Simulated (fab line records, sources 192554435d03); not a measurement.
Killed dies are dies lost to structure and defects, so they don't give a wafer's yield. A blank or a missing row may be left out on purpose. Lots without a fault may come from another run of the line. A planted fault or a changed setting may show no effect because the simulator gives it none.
Chamber matching | flow n5_finfet | N5_BEOL_M8_STRIP_19 on rie_diel-04: 4 sister chambers
The step strips in O2. 4 wafers are shown with their chamber, then 9 later ones without.

WAFERS WITH THEIR CHAMBER
wafer  | chamber | showerhead_plenum_p_Torr (Torr)
L083.1 | 1       | 2.22
L085.3 | 2       | 2.11
L085.4 | 0       | 2.03
L085.5 | 3       | 2.22

WAFERS WITHOUT THEIR CHAMBER
wafer  | showerhead_plenum_p_Torr (Torr)
L089.3 | 2.21
L089.4 | 2.22
L089.6 | 2.11
L091.2 | 2.21
L091.3 | 2.10
L091.4 | 2.22
L090.1 | 2.03
L090.5 | 2.22
L090.6 | 2.03

WHICH CHAMBER EACH WENT THROUGH
wafer  | from the rows above     | in truth
L089.3 | can't be placed: 1 or 3 | 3
L089.4 | can't be placed: 1 or 3 | 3
L089.6 | 2                       | 2
L091.2 | can't be placed: 1 or 3 | 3
L091.3 | 2                       | 2
L091.4 | can't be placed: 1 or 3 | 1
L090.1 | 0                       | 0
L090.5 | can't be placed: 1 or 3 | 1
L090.6 | 0                       | 0
Placed correctly: 4 of 9. Can't be placed from these rows: 5 (the true chamber is among the candidates in 5). Placed wrongly: 0.
How it was worked out, from the rows above alone: a wafer's distance from a chamber is the root of the sum, over the readings, of the square of ((its reading less the chamber's mean) divided by the reading's scatter). The wafer belongs to the nearest chamber; if the next one is less than 2 further off, it can't be placed. A chamber's mean is the mean of its shown wafers. The scatter: with one shown wafer a chamber, the root of the mean of the squares of how far each hidden wafer lies from its nearest shown one.
